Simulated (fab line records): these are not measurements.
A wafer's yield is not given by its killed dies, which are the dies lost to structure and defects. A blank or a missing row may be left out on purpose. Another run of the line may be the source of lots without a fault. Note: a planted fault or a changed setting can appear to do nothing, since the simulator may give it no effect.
Matching of chambers | flow nand-harc | pecvd-01 running NHARC_A_SLIT_DEP_25: 3 sister chambers
The step deposits SiO2, target thk 200 nm. 6 wafers are shown with their chamber, then 7 later ones without.

WAFERS WITH THEIR CHAMBER
wafer  | chamber | throttle-valve-pct (%) | heater-power-w (W)
L079.6 | 1       | 16.4                   | 586
L084.1 | 0       | 15.4                   | 580
L084.3 | 2       | 16.8                   | 646
L084.6 | 0       | 15.1                   | 437
L083.1 | 1       | 16.7                   | 622
L083.3 | 2       | 16.8                   | 597

WAFERS WITHOUT THEIR CHAMBER
wafer  | throttle-valve-pct (%) | heater-power-w (W)
L083.6 | 15.5                   | 501
L091.2 | 16.9                   | 645
L091.4 | 16.5                   | 565
L091.6 | 17.1                   | 650
L097.1 | 15.7                   | 526
L097.4 | 15.7                   | 506
L097.6 | 16.8                   | 567

THE CHAMBER EACH PASSED THROUGH
wafer  | from the rows above     | in truth
L083.6 | 0                       | 0
L091.2 | can't be placed: 2 or 1 | 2
L091.4 | can't be placed: 1 or 2 | 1
L091.6 | can't be placed: 2 or 1 | 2
L097.1 | 0                       | 0
L097.4 | 0                       | 0
L097.6 | can't be placed: 2 or 1 | 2
Correctly placed: 3 of 7. Can't be placed from these rows: 4 (the true chamber is among the candidates in 4). Number placed wrongly: 0.
How it was worked out, from the rows above alone: a wafer's distance from a chamber is the root of the sum, over the readings, of the square of ((its reading less the chamber's mean) divided by the reading's scatter). If the next closest chamber is less than 2 further off than the closest, the wafer can't be placed; otherwise it belongs to the closest. A chamber's mean is the mean of its shown wafers. The scatter is the square root of a quotient: the sum, over the shown wafers, of each reading's squared deviation from its chamber's mean, divided by wafers minus chambers.
